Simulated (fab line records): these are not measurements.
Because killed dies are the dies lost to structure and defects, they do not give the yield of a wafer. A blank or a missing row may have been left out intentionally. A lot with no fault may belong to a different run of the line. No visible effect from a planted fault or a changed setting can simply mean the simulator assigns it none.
Which tool is to blame? | flow n5-finfet | route of 1938 steps, sampled at 1 step: 12 lots, 36 wafers

## WHAT THE GAUGES SHOWED, per wafer
N5_BEOL_M13_CD_MEAS_10: target cd 190 nm.
lot  | measured     | on        | cd-nm (nm)
L076 | day 12 00:06 | cd-sem-01 | 189.7 189.9 190.2
L077 | day 12 01:30 | cd-sem-02 | 190.0 189.0 189.3
L078 | day 12 08:15 | cd-sem-03 | 188.3 186.7 186.6
L081 | day 13 14:56 | cd-sem-02 | 190.3 190.5 190.7
L082 | day 13 21:19 | cd-sem-02 | 192.2 190.7 190.2
L086 | day 15 01:05 | cd-sem-01 | 187.6 189.1 187.8
L088 | day 15 03:49 | cd-sem-01 | 190.1 187.7 188.9
L090 | day 15 08:08 | cd-sem-03 | 189.2 186.1 191.2
L092 | day 15 17:57 | cd-sem-01 | 187.4 188.7 188.5
L094 | day 16 14:57 | cd-sem-01 | 187.5 187.4 188.0
L093 | day 16 20:56 | cd-sem-01 | 188.2 185.4 190.3
L097 | day 18 00:08 | cd-sem-03 | 188.8 190.6 189.5

## EACH LOT AND THE TOOL THAT RAN IT (in order: tool; ch and the chambers of the sampled wafers; start)
Record: no process step prior to these readings.

## THE ANSWER, worked out from the rows above alone
Rule: usual is defined by the lots themselves. Put in order of their means at a reading, lots are off if they are a third of the lots or fewer, leave a main group of 4 or more, and stand apart from it by a gap of 3 or more times the standard deviation of the main group's means; of several such gaps the widest counts. The tables above print the reading to a certain number of digits; a main group whose means all agree to those digits is not used. Also off: a lot with no number at a reading for which 4 or more lots have one. The other lots that the step has rows for count as sound.
No lot is off at any reading shown: from this, nothing can be told.

## WHAT THE SIMULATOR PUT IN
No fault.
